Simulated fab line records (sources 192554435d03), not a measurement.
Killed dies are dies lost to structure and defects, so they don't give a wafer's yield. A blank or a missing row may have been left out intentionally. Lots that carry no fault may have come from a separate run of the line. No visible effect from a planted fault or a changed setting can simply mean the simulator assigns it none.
One fault seen from 3 desks + flow n5Finfet + each desk holds nothing but its own numbers, with what lay behind them at the end

FOR THE TOOL OWNER'S DESK: aldSin-01
The tool's own readings at N5_ILD0_ALD_15 (deposits SiNx, target thk 24 nm, pulse time 1 s, ald cycles 480): means of the sampled wafers that have a number, for each lot that ran on this tool. Marked OUT: a lot whose mean sits more than 4 standard deviations from the usual mean, which makes it out of limits; the brackets give that distance.
Columns: A = heaterPowerW at N5_ILD0_ALD_15, usual 846 W; B = precursorPulseHeightRel at N5_ILD0_ALD_15, usual 1.001
| lot  | first seen here | A   | B     |
|------|-----------------|-----|-------|
| L917 | day 4 15:52     | 791 | 0.989 |
| L919 | day 5 02:38     | 825 | 0.985 |
| L935 | day 9 02:56     | 769 | 0.997 |
Result from this desk: across the 3 lots, nothing is out of limits.

FROM THE METROLOGY DESK
Lot by lot, what the gauges showed, no matter which tool ran the lot: averages of those sampled wafers that carry a number. Marked OUT: a lot whose mean sits more than 4 standard deviations from the usual mean, which makes it out of limits; the brackets give that distance. Of its 14 readings 7 are shown: those that lie furthest out on some lot.
Columns: A = RS_SD_N at N5_SD_ACTIVATION_RS_MEAS_03, usual 22.0 ohm/sq; B = RS_SD_P at N5_SD_ACTIVATION_RS_MEAS_03, usual 56.2 ohm/sq; C = IOFF_N at N5_BEOL_M4_RC_MEAS_101, usual 0.16 nA/um; D = IOFF_P at N5_BEOL_M4_RC_MEAS_101, usual 0.21 nA/um; E = SS_N at N5_BEOL_M4_RC_MEAS_101, usual 71.6 mV/dec; F = SS_P at N5_BEOL_M4_RC_MEAS_101, usual 73.3 mV/dec; G = VT_N at N5_BEOL_M4_RC_MEAS_101, usual 251 mV
| lot  | first seen here | A    | B    | C    | D    | E    | F    | G   |
|------|-----------------|------|------|------|------|------|------|-----|
| L915 | day 3 20:21     | 21.9 | 56.6 | 0.17 | 0.22 | 71.4 | 73.5 | 249 |
| L917 | day 4 11:42     | 22.7 | 56.3 | 0.14 | 0.20 | 71.0 | 73.1 | 254 |
| L919 | day 4 22:16     | 22.1 | 55.8 | 0.18 | 0.24 | 71.5 | 73.4 | 247 |
| L927 | day 6 23:03     | 22.1 | 54.8 | 0.15 | 0.20 | 71.7 | 72.8 | 250 |
| L935 | day 8 22:52     | 22.2 | 56.1 | 0.12 | 0.16 | 71.6 | 72.5 | 256 |
| L936 | day 9 03:23     | 21.4 | 56.1 | 0.18 | 0.22 | 71.7 | 73.7 | 248 |
Result from this desk: across the 6 lots, nothing is out of limits.

THE DEFECT DESK
Counts from the inspections along the route, per lot, as means over the sampled wafers that have a number. Marked OUT: a lot whose mean sits more than 4 standard deviations from the usual mean, which makes it out of limits; the brackets give that distance.
Columns: A = rawDefectCount at N5_SD_ACTIVATION_INSPECT_02, usual 177
| lot  | first seen here | A   |
|------|-----------------|-----|
| L915 | day 3 20:40     | 158 |
| L917 | day 4 12:00     | 244 |
| L919 | day 4 22:35     | 154 |
| L927 | day 6 23:20     | 164 |
| L935 | day 8 23:11     | 204 |
| L936 | day 9 03:43     | 146 |
Result from this desk: across the 6 lots, nothing is out of limits.

PUT TOGETHER
The tool owner's desk saw nothing out of limits.
At the metrology desk, nothing out of limits was observed.
Nothing out of limits was seen by the defect desk.

WHAT THE SIMULATOR HAD INSERTED
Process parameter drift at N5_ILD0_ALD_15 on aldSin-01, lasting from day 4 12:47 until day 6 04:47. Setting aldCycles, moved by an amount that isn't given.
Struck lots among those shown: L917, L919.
